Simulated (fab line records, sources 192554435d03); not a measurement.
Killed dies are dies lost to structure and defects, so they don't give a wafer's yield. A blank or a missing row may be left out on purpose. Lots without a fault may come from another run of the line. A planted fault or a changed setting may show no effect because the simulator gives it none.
One fault seen from 2 desks | flow n5_finfet | each desk has only its own numbers; what lay behind them comes last

THE DEFECT DESK
What the inspections along the route counted, lot by lot: means of the sampled wafers that have a number. A lot is out of limits, marked OUT, if its mean lies more than 4 standard deviations from the usual mean; the brackets give that distance.
Columns: A = raw_defect_count at N5_MIM_BOT_LITHO_INSPECT_12, usual 1.8
lot  | first seen here | A
L606 | day 11 10:40    | 1.7
L608 | day 11 23:58    | 1.0
L607 | day 12 00:17    | 2.0
L611 | day 12 08:16    | 2.0
L610 | day 12 14:46    | 2.0
L613 | day 13 03:25    | 2.0
L615 | day 14 09:55    | 2.0
L618 | day 14 11:13    | 1.7
L620 | day 15 08:30    | 1.7
L619 | day 15 08:58    | 1.0
L621 | day 15 19:40    | 1.7
L626 | day 16 16:07    | 2.7
This desk's finding: nothing out of limits on any of the 12 lots.

THE TOOL OWNER'S DESK: pecvd-04
The tool's own readings at N5_PASSIVATION_PECVD_53 (deposits SiO2 from TEOS/O2, target thk 800 nm, time 169.4 s): means of the sampled wafers that have a number, for each lot that ran on this tool. A lot is out of limits, marked OUT, if its mean lies more than 4 standard deviations from the usual mean; the brackets give that distance.
Columns: A = run_length_s at N5_PASSIVATION_PECVD_53, usual 197.1 s; B = susceptor_temp_C at N5_PASSIVATION_PECVD_53, usual 400.04 C
lot  | first seen here | A               | B
L607 | day 12 05:41    | 196.8           | 399.96
L611 | day 12 21:35    | 197.5           | 400.17
L613 | day 13 11:50    | 197.0           | 399.86
L615 | day 14 15:37    | 197.4           | 399.95
L618 | day 14 16:07    | 197.3           | 400.09
L620 | day 15 13:14    | 196.2           | 400.08
L621 | day 16 01:21    | 164.4 (-43) OUT | 399.89
L626 | day 16 23:04    | 164.1 (-43) OUT | 400.02
This desk's finding: out of limits on L621, L626; first on L621, day 16 01:21 (run_length_s at N5_PASSIVATION_PECVD_53). In limits: L607, L611, L613, L615, L618, L620.

PUT TOGETHER
The tool owner's desk could have raised an alarm at day 16 01:21, on L621, L626.
The defect desk saw nothing out of limits.
The defect desk has L621, L626 on record, within its limits.
Of the lots named, all ran N5_PASSIVATION_PECVD_53 on pecvd-04.

WHAT THE SIMULATOR HAD PUT IN
Process parameter drift: pecvd-04, from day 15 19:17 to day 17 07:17, at N5_PASSIVATION_PECVD_53. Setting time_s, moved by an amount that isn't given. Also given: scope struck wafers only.
Lots struck among those shown: L621, L626.
Hours from the fault's start to each desk's first reading out of limits: the tool owner's desk, 6.
